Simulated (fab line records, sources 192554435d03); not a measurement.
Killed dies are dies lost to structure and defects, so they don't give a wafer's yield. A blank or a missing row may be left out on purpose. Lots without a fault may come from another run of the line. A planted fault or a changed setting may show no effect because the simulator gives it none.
Chamber matching | flow n5_finfet | N5_FIN_CUT_CUT_ETCH_27 on rie_diel-06: 4 sister chambers
The step etches SiO2 in CHF3/O2, target depth 4 nm, overetch 2 nm, time 4.9 s. 8 wafers are shown with their chamber, then 8 later ones without.

WAFERS WITH THEIR CHAMBER
wafer  | chamber | showerhead_plenum_p_Torr (Torr) | rf_vpp_V (V)
L077.3 | 3       | 2.48                            | 532
L079.6 | 2       | 2.38                            | 515
L081.3 | 2       | 2.38                            | 515
L082.2 | 0       | 2.34                            | 520
L082.4 | 3       | 2.48                            | 533
L083.1 | 0       | 2.34                            | 520
L083.6 | 1       | 2.39                            | 563
L089.1 | 1       | 2.38                            | 563

WAFERS WITHOUT THEIR CHAMBER
wafer  | showerhead_plenum_p_Torr (Torr) | rf_vpp_V (V)
L089.5 | 2.34                            | 522
L089.6 | 2.38                            | 564
L095.2 | 2.38                            | 564
L095.5 | 2.37                            | 515
L095.6 | 2.47                            | 533
L096.3 | 2.37                            | 516
L096.5 | 2.37                            | 516
L096.6 | 2.38                            | 565

WHICH CHAMBER EACH WENT THROUGH
wafer  | from the rows above | in truth
L089.5 | 0                   | 0
L089.6 | 1                   | 1
L095.2 | 1                   | 1
L095.5 | 2                   | 2
L095.6 | 3                   | 3
L096.3 | 2                   | 2
L096.5 | 2                   | 2
L096.6 | 1                   | 1
Placed correctly: 8 of 8. Can't be placed from these rows: 0. Placed wrongly: 0.
How it was worked out, from the rows above alone: a wafer's distance from a chamber is the root of the sum, over the readings, of the square of ((its reading less the chamber's mean) divided by the reading's scatter). The wafer belongs to the nearest chamber; if the next one is less than 2 further off, it can't be placed. A chamber's mean is the mean of its shown wafers. The scatter: the root of (the sum of the squares of (reading less its chamber's mean) over the shown wafers, divided by (wafers less chambers)).
